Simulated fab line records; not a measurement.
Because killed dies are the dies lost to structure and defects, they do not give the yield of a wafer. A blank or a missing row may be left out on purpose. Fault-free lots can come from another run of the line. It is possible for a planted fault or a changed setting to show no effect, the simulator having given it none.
Matching of chambers -- flow n5_finfet -- N5_BEOL_M6_ETCH_72 on rie_diel-05 has 4 sister chambers
The step etches underlayer in N2/H2, target depth 6.5 nm, time 5.2 s. 4 wafers are shown with their chamber, then 7 later ones without.

== WAFERS, EACH WITH ITS CHAMBER ==
wafer,chamber,showerhead_plenum_p_Torr (Torr)
L185.5,2,2.41
L187.4,1,2.52
L187.6,0,2.41
L191.4,3,2.60

== WAFERS WHOSE CHAMBER IS MISSING ==
wafer,showerhead_plenum_p_Torr (Torr)
L191.6,2.52
L197.1,2.72
L197.3,2.59
L197.4,2.73
L196.1,2.72
L196.4,2.71
L196.5,2.72

== WHICH CHAMBER EACH WENT THROUGH ==
wafer,from the rows above,in truth
L191.6,can't be placed: 1 or 3 or 0 or 2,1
L197.1,can't be placed: 3 or 1 or 0 or 2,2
L197.3,can't be placed: 3 or 1 or 0 or 2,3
L197.4,can't be placed: 3 or 1 or 0 or 2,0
L196.1,can't be placed: 3 or 1 or 0 or 2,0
L196.4,can't be placed: 3 or 1 or 0 or 2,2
L196.5,can't be placed: 3 or 1 or 0 or 2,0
0 of 7 placed correctly. These rows do not allow placing 7 (true chamber among the candidates in 7). Placed wrongly: 0.
How it was worked out, from the rows above alone: a wafer's distance from a chamber is the root of the sum, over the readings, of the square of ((its reading less the chamber's mean) divided by the reading's scatter). If the next closest chamber is less than 2 further off than the closest, the wafer can't be placed; otherwise it belongs to the closest. Each chamber's mean is taken over the wafers shown for it. The scatter: with one shown wafer a chamber, the root of the mean of the squares of how far each hidden wafer lies from its nearest shown one.
